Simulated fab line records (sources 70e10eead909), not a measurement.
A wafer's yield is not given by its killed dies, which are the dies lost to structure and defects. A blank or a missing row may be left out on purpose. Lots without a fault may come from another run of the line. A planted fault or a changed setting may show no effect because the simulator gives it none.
The tool behind it: which one?	flow nand-harc	11 lots with 33 wafers sampled at 6 steps, on a route of 1159 steps

== WHAT THE GAUGES SHOWED, per wafer ==
NHARC_P_GATE_CD_MEAS_26 targets a cd of 120 nm.
lot	measured	on	cd-nm (nm)
L625	day 5 06:43	cd-sem-03	120.7 121.0 119.6
L626	day 5 09:59	cd-sem-02	120.7 119.4 120.2
L627	day 5 10:25	cd-sem-03	119.9 120.4 120.4
L628	day 6 01:22	cd-sem-02	119.4 118.6 118.3
L630	day 6 11:28	cd-sem-03	120.0 120.4 120.3
L629	day 6 11:55	cd-sem-02	119.3 120.7 119.0
L632	day 6 22:04	cd-sem-03	115.2 115.9 115.8
L633	day 7 04:02	cd-sem-01	120.9 120.8 120.8
L638	day 8 18:04	cd-sem-01	115.4 116.6 115.8
L641	day 9 04:47	cd-sem-02	119.6 120.6 121.1
L642	day 9 11:52	cd-sem-02	120.6 120.0 119.4

NHARC_END_SORT_01.
lot	measured	on	killed-at-array	killed-at-other	killed-at-periphery	killed-dies	killed-open	killed-short
L638	day 24 09:44	prober-01	26 16 22	0 0 1	11 8 10	37 24 33	4 2 1	0 3 1

== WHAT TOOL EACH LOT RAN ON (gives the tool, then ch and the chambers of the sampled wafers, and finally the start) ==
lot	NHARC_P_GATE_DEP_103	NHARC_P_GATE_EXPOSE_23	NHARC_P_GATE_DESCUM_31	NHARC_P_GATE_ETCH_104
L625	pecvd-01 ch 1,2, day 5 06:02	arfi-scanner-03 ch 0, day 5 06:34	rie-diel-08 ch 2,3, day 5 06:54	rie-diel-08 ch 2,3, day 5 06:59
L626	pecvd-01 ch 0,1, day 5 09:23	arfi-scanner-03 ch 0, day 5 09:50	rie-diel-02 ch 0,1,2, day 5 10:13	rie-diel-02 ch 1,2,3, day 5 10:19
L627	pecvd-01 ch 0,1, day 5 09:44	arfi-scanner-02 ch 0, day 5 10:17	rie-diel-02 ch 0,3, day 5 10:36	rie-diel-02 ch 0,1, day 5 10:41
L628	pecvd-02 ch 0,1,2, day 6 00:41	arfi-scanner-01 ch 0, day 6 01:13	rie-diel-08 ch 0,1, day 6 01:33	rie-diel-08 ch 0,3, day 6 01:38
L630	pecvd-02 ch 0,1,2, day 6 10:46	arfi-scanner-03 ch 0, day 6 11:19	rie-diel-02 ch 0,3, day 6 11:40	rie-diel-02 ch 1,2,3, day 6 11:44
L629	pecvd-02 ch 0,1,2, day 6 11:18	arfi-scanner-01 ch 0, day 6 11:47	rie-diel-05 ch 2,3, day 6 12:07	rie-diel-05 ch 0,1, day 6 12:22
L632	pecvd-04 ch 0,1, day 6 21:23	arfi-scanner-01 ch 0, day 6 21:55	rie-diel-05 ch 2,3, day 6 22:17	rie-diel-05 ch 0,3, day 6 22:22
L633	pecvd-02 ch 0,1,2, day 7 03:26	arfi-scanner-03 ch 0, day 7 03:54	rie-diel-05 ch 0,1,3, day 7 04:14	rie-diel-05 ch 1,2,3, day 7 04:19
L638	pecvd-02 ch 0,2, day 8 17:31	arfi-scanner-01 ch 0, day 8 17:55	rie-diel-08 ch 0,2, day 8 18:15	rie-diel-08 ch 0,1,2, day 8 18:20
L641	pecvd-01 ch 0,1, day 9 04:08	arfi-scanner-03 ch 0, day 9 04:39	rie-diel-08 ch 0,1,2, day 9 05:04	rie-diel-08 ch 0,3, day 9 05:10
L642	pecvd-02 ch 0,1,2, day 9 11:13	arfi-scanner-02 ch 0, day 9 11:43	rie-diel-05 ch 2,3, day 9 12:08	rie-diel-05 ch 0,3, day 9 12:14
- NHARC_P_GATE_DEP_103: deposits SiON, target thk 30 nm.
- NHARC_P_GATE_EXPOSE_23: exposes mask P GATE, target cd 120 nm.
- NHARC_P_GATE_DESCUM_31: chemistry O2, time 3 s.
- NHARC_P_GATE_ETCH_104: etches the open film in CF4/CHF3, target depth 60 nm.

== WHAT THE TOOLS THEMSELVES READ (means of the sampled wafers that have a number; where no wafer has one, the mark that the record gives instead) ==
NHARC_P_GATE_DEP_103.
lot	tool	heater-power-w (W)
L625	pecvd-01	538
L626	pecvd-01	808
L627	pecvd-01	819
L628	pecvd-02	768
L630	pecvd-02	716
L629	pecvd-02	704
L632	pecvd-04	595
L633	pecvd-02	756
L638	pecvd-02	687
L641	pecvd-01	769
L642	pecvd-02	716

NHARC_P_GATE_EXPOSE_23.
lot	tool	exposure-dose-mJ-cm2	stage-vel-mm-s (mm/s)
L625	arfi-scanner-03	93.91	500.03
L626	arfi-scanner-03	94.01	499.78
L627	arfi-scanner-02	93.85	499.95
L628	arfi-scanner-01	93.81	500.07
L630	arfi-scanner-03	93.76	499.78
L629	arfi-scanner-01	93.78	500.10
L632	arfi-scanner-01	101.07	500.21
L633	arfi-scanner-03	93.94	500.07
L638	arfi-scanner-01	101.12	500.14
L641	arfi-scanner-03	93.86	499.85
L642	arfi-scanner-02	93.90	500.11

NHARC_P_GATE_DESCUM_31.
lot	tool	drypump-motor-current-A (A)	oes-product-au (a.u.)	rf-vpp-V (V)	showerhead-plenum-p-Torr (Torr)	throttle-valve-pct (%)
L625	rie-diel-08	5.5	0.989	58.4	1.99	11.314
L626	rie-diel-02	5.6	1.003	58.7	1.93	11.307
L627	rie-diel-02	5.8	0.999	57.8	1.93	11.303
L628	rie-diel-08	5.4	0.997	57.7	1.86	11.309
L630	rie-diel-02	5.8	1.010	58.9	1.93	11.297
L629	rie-diel-05	5.8	1.003	58.6	1.94	11.317
L632	rie-diel-05	5.9	1.014	57.3	1.94	11.317
L633	rie-diel-05	5.8	1.006	57.1	1.93	11.312
L638	rie-diel-08	6.0	0.998	58.1	1.92	11.316
L641	rie-diel-08	5.7	1.001	57.6	1.89	11.308
L642	rie-diel-05	6.0	0.994	58.3	1.90	11.320

NHARC_P_GATE_ETCH_104.
lot	tool	bias-w (W)	drypump-motor-current-A (A)	oes-product-au (a.u.)	rf-vpp-V (V)	showerhead-plenum-p-Torr (Torr)	throttle-valve-pct (%)
L625	rie-diel-08	200.0	5.7	0.949	372.2	1.64	16.805
L626	rie-diel-02	200.3	6.0	0.955	371.0	1.58	16.799
L627	rie-diel-02	200.0	5.4	0.944	371.8	1.61	16.802
L628	rie-diel-08	200.1	5.8	0.970	369.5	1.54	16.804
L630	rie-diel-02	199.8	6.0	0.980	370.9	1.58	16.809
L629	rie-diel-05	200.4	5.9	0.947	371.7	1.58	16.801
L632	rie-diel-05	200.0	5.8	0.916	371.8	1.61	16.803
L633	rie-diel-05	199.2	5.9	0.929	370.7	1.56	16.799
L638	rie-diel-08	199.8	5.7	0.965	370.4	1.56	16.804
L641	rie-diel-08	199.3	5.6	0.912	371.1	1.58	16.805
L642	rie-diel-05	200.6	5.8	0.956	372.8	1.61	16.802

== THE ANSWER, worked out from the rows above alone ==
Rule: the lots themselves supply what counts as usual. Put in order of their means at a reading, lots are off if they are a third of the lots or fewer, leave a main group of 4 or more, and stand apart from it by a gap of 3 or more times the standard deviation of the main group's means; of several such gaps the widest counts. If all means in a main group match to the digits the tables above print for the reading, that group is not used. A lot without any number at a reading at which 4 lots or more have one is off too. Where the step has rows for the other lots, those lots are counted as sound. First the gauges in route order, then the tools' own readings, where a lot's mean is used as printed above. The first step at which some lot is off is used, and at that step the reading that is off furthest; a lot without a number counts as furthest.
Off: L632, L638, at NHARC_P_GATE_CD_MEAS_26 (cd-nm). The main group has a mean of 120.1 nm with a standard deviation of 0.55.
If a tool, at a process step before that reading, ran all the lots that are off and no sound lot after the first of them, it fits. Not tried: the gauges at NHARC_P_GATE_CD_MEAS_26; whatever is off there is also off at NHARC_P_GATE_EXPOSE_23, on other tools, and gauge error can't account for it. One fits: NHARC_P_GATE_EXPOSE_23 on arfi-scanner-01. A fault onset in the window from L629 (day 6 11:47, its last sound lot) to L632 (day 6 21:55, its first lot off) fits.
On the lots that are off, the tool's own readings at NHARC_P_GATE_EXPOSE_23 differ by more than 5 times the standard deviation of the sound lots' means, which bears it out; exposure-dose-mJ-cm2 reads 101.09 there versus 93.87 on the sound lots.

== WHAT THE SIMULATOR PUT IN ==
Process parameter drift: arfi-scanner-01, from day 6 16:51 on, at NHARC_P_GATE_EXPOSE_23. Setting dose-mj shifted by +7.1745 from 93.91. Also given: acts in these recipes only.
Shown lots that were struck: L632, L638. This agrees with what the rule above found.
